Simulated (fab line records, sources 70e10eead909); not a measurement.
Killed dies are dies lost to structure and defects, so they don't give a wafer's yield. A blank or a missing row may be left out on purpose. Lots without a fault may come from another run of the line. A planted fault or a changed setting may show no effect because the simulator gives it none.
Tool commonality check | flow nand_harc | 3 lots, 9 wafers sampled

WHY IT WAS OPENED
At NHARC_END_SORT_01 the reading killed_at_array is flagged on 3 of 3 lots. Wafers without a fault read 59, standard deviation 21.
Rule: a lot is flagged when every wafer of it that has a number lies more than 4 standard deviations from that mean, or none has a number. The other lots count as sound.

lot  | measured     | on        | killed_at_array, wafer by wafer | flag
L274 | day 29 01:24 | prober-01 | 673 673 675                     | FLAGGED
L275 | day 29 01:25 | prober-02 | 673 673 673                     | FLAGGED
L276 | day 29 22:45 | prober-01 | 668 668 672                     | FLAGGED
The numbers of the flagged lots are 672 on average: +613 against the usual, or +29 standard deviations.

WHICH TOOL RAN EACH LOT
The record holds 3 process steps before the reading, out of a route of 1302 steps. In each cell: the tool, then ch and the chambers that the sampled wafers went through, then the start.
lot  | flag    | NHARC_A_SGD_CUT_ETCH_58            | NHARC_A_SGD_CUT_ETCH_59            | NHARC_A_SGD_CUT_STRIP_17
L274 | FLAGGED | rie_diel-07 ch 0,2, day 23 19:25   | rie_diel-07 ch 0,2,3, day 23 19:32 | rie_diel-07 ch 2,3, day 29 01:24 or earlier
L275 | FLAGGED | rie_diel-01 ch 1,2,3, day 23 18:04 | rie_diel-01 ch 1,3, day 23 18:11   | rie_diel-01 ch 0,2, day 29 01:25 or earlier
L276 | FLAGGED | rie_diel-01 ch 0,2,3, day 24 15:28 | rie_diel-01 ch 0,2,3, day 24 15:34 | rie_diel-01 ch 0,1,3, day 29 22:45 or earlier
What these steps do:
- NHARC_A_SGD_CUT_ETCH_58: etches the open film in CF4, target depth 39 nm, time 65 s.
- NHARC_A_SGD_CUT_ETCH_59: etches the open film in N2/H2, target depth 260 nm, time 406.25 s.
- NHARC_A_SGD_CUT_STRIP_17: strips in O2.
- NHARC_END_SORT_01

FLAGGED OVER TOTAL, TOOL BY TOOL (the gauges that took the reading come last)
step                     | tool        | lots run | flagged | share of the flagged lots | sound lots run after its first flagged lot
NHARC_A_SGD_CUT_ETCH_58  | rie_diel-01 | 2        | 2       | some                      | 0
NHARC_A_SGD_CUT_ETCH_58  | rie_diel-07 | 1        | 1       | some                      | 0
NHARC_A_SGD_CUT_ETCH_59  | rie_diel-01 | 2        | 2       | some                      | 0
NHARC_A_SGD_CUT_ETCH_59  | rie_diel-07 | 1        | 1       | some                      | 0
NHARC_A_SGD_CUT_STRIP_17 | rie_diel-01 | 2        | 2       | some                      | 0
NHARC_A_SGD_CUT_STRIP_17 | rie_diel-07 | 1        | 1       | some                      | 0
NHARC_END_SORT_01        | prober-01   | 2        | 2       | some                      | 0
NHARC_END_SORT_01        | prober-02   | 1        | 1       | some                      | 0
NHARC_A_SGD_CUT_STRIP_17 gives no start for some lots, so the hours and the order of its lots are those of NHARC_END_SORT_01.

WHAT THE TABLE ALLOWS
No row of the table ran every flagged lot.

WHAT THE SIMULATOR HAD PUT IN
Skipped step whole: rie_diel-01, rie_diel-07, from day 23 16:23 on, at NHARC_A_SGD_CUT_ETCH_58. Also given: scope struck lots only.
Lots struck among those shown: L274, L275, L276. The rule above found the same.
